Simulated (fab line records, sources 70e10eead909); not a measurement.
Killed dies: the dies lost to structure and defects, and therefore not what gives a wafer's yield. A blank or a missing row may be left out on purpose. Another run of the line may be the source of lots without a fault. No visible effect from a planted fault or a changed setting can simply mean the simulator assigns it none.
Comparing a struck lot with a sound one    flow nand-harc    32 out of 1159 route steps
Sound: the wafers L468.1, L468.4, L468.5. Struck: wafers L481.2, L481.6 (left out: L481.4, a lot-mate that was not struck); the cause follows at the end.
Per side, at each step with rows, come the tool, then ch with its chambers, and then its first start. Under that, the readings that differ: sound wafers    struck wafers    difference of the means    sigmas: that difference in standard deviations of wafers without a fault.
alike: readings whose means differ by less than 2 such deviations, and words and numbers that are the same on both sides. not compared: withheld readings, readings that some wafer has no value for, bounds like >300 that may hide the same value, and numbers for which the record gives no deviation and whose values overlap.
Wherever a step has rows on one side only, a row that says differs or no value, or a row with sigmas, the two part there. Non-overlapping numbers with no deviation appear without sigmas and do not part them. A reading missing from all wafers of one side parts the sides only when that side holds two or more wafers.

first, 5 steps without rows for these wafers: NHARC_A_ONON_D1_DEP_22 (target thk 1000 nm); NHARC_A_ONON_D1_DEP_25 (target thk 1000 nm); NHARC_A_ONON_D1_DEP_28 (target thk 1000 nm); NHARC_A_ONON_D1_DEP_33 (deposits SiO2, target thk 200 nm); NHARC_A_CHANNEL_HOLE_D1_DEP_00 (deposits aC, target thk 3100 nm).
NHARC_A_CHANNEL_HOLE_D1_DEP_01: deposits SiON, target thk 140 nm.
  sound on pecvd-01 ch 0,2, day 8 10:07; struck on pecvd-04 ch 0,2, day 11 13:56
  alike: heater-power-w
then, 25 steps without rows for these wafers: NHARC_A_CHANNEL_HOLE_D1_DEHYDRATE_02 (time 120 s); NHARC_A_CHANNEL_HOLE_D1_HMDS_03 (time 30 s); NHARC_A_CHANNEL_HOLE_D1_COAT_36 (time 75 s); NHARC_A_CHANNEL_HOLE_D1_COAT_37 (time 65 s); NHARC_A_CHANNEL_HOLE_D1_COAT_04 (resist thk 90 nm); NHARC_A_CHANNEL_HOLE_D1_SOFTBAKE_05 (time 55 s); NHARC_A_CHANNEL_HOLE_D1_EBR_06; NHARC_A_CHANNEL_HOLE_D1_EXPOSE_07 (exposes mask HOLE D1, target cd 100 nm); NHARC_A_CHANNEL_HOLE_D1_PEB_08 (peb time 65 s); NHARC_A_CHANNEL_HOLE_D1_DEVELOP_09 (develop time 35 s); NHARC_A_CHANNEL_HOLE_D1_DESCUM_15 (chemistry O2, time 3 s); NHARC_A_CHANNEL_HOLE_D1_ETCH_38 (etches the open film in CF4, target depth 39 nm, time 65 s); NHARC_A_CHANNEL_HOLE_D1_ETCH_39 (etches the open film in N2/H2, target depth 260 nm, time 325 s); NHARC_A_CHANNEL_HOLE_D1_ETCH_34 (etches the open film in CF4/CHF3, target depth 154 nm, time 77 s); NHARC_A_CHANNEL_HOLE_D1_ETCH_16 (etches the open film in O2/COS, target depth 3100 nm, time 806 s); NHARC_A_CHANNEL_HOLE_D1_ETCH_19 (etches the open film in C4F8/O2/Ar, time 34.5 s); NHARC_A_CHANNEL_HOLE_D1_ETCH_20 (etches the open film in C4F8/O2/Ar, time 361.9 s, target depth 1600 nm); NHARC_A_CHANNEL_HOLE_D1_ETCH_21 (etches the open film in C4F8/O2/Ar, time 514.3 s, target depth 1600 nm); NHARC_A_CHANNEL_HOLE_D1_ETCH_22 (etches the open film in C4F8/O2/Ar, time 666.7 s, target depth 1600 nm); NHARC_A_CHANNEL_HOLE_D1_ETCH_23 (etches the open film in C4F8/O2/Ar, time 819 s, target depth 1600 nm); NHARC_A_CHANNEL_HOLE_D1_ETCH_24 (etches the open film in C4F8/O2/Ar, time 906.2 s, target depth 1500 nm); NHARC_A_CHANNEL_HOLE_D1_ETCH_25 (etches the open film in C4F8/O2/Ar, time 1040.2 s, target depth 1500 nm); NHARC_A_CHANNEL_HOLE_D1_ETCH_26 (etches the open film in C4F8/O2/Ar, time 224.1 s, target depth 300 nm); NHARC_A_CHANNEL_HOLE_D1_ETCH_33 (etches the open film in C4F8/O2/Ar, time 90 s, target depth 400 nm); NHARC_A_CHANNEL_HOLE_D1_STRIP_41 (strips in N2/H2).
-- the record jumps here: 13 days lie between the struck wafers' starts before and after (it left off in module A_CHANNEL_HOLE_D1 and takes up again in module END, whose first step shown is number 1159 of the route) --
NHARC_END_SORT_01:
  sound on prober-02 ch 0, day 22 09:10; struck on prober-01 ch 0, day 25 00:21
reading          sound     struck                                             difference                    sigmas
hold             - - -     await-dispo/1.9h/release await-dispo/1.9h/release  no value on the sound wafers  
killed-at-array  28 30 30  673 672                                            +643                          +58
killed-dies      32 33 33  675 673                                            +641                          +58
  alike: killed-at-other, killed-at-periphery, killed-open, killed-short

## WHERE THEY PART
Only at NHARC_END_SORT_01, within this record.

WHY: what had been put in by the simulator
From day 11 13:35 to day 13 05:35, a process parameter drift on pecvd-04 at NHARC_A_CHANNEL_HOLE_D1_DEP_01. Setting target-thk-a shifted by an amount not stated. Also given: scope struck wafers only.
